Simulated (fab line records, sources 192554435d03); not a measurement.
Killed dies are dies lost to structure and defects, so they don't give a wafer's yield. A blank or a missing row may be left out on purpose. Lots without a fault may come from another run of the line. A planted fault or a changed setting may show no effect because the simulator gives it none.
Chamber matching | flow n5_finfet | N5_GATE_CUT_DESCUM_18 on rie_diel-01: 4 sister chambers
The step chemistry O2, time 7 s. 4 wafers are shown with their chamber, then 7 later ones without.

WAFERS WITH THEIR CHAMBER
wafer  | chamber | showerhead_plenum_p_Torr (Torr)
L176.1 | 3       | 2.16
L178.2 | 1       | 2.06
L180.1 | 0       | 2.22
L180.2 | 2       | 2.09

WAFERS WITHOUT THEIR CHAMBER
wafer  | showerhead_plenum_p_Torr (Torr)
L180.4 | 2.16
L183.2 | 2.22
L183.5 | 2.22
L183.6 | 2.06
L188.3 | 2.21
L188.4 | 2.06
L188.5 | 2.15

WHICH CHAMBER EACH WENT THROUGH
wafer  | from the rows above | in truth
L180.4 | 3                   | 3
L183.2 | 0                   | 0
L183.5 | 0                   | 0
L183.6 | 1                   | 1
L188.3 | 0                   | 0
L188.4 | 1                   | 1
L188.5 | 3                   | 3
Placed correctly: 7 of 7. Can't be placed from these rows: 0. Placed wrongly: 0.
How it was worked out, from the rows above alone: a wafer's distance from a chamber is the root of the sum, over the readings, of the square of ((its reading less the chamber's mean) divided by the reading's scatter). The wafer belongs to the nearest chamber; if the next one is less than 2 further off, it can't be placed. A chamber's mean is the mean of its shown wafers. The scatter: with one shown wafer a chamber, the root of the mean of the squares of how far each hidden wafer lies from its nearest shown one.
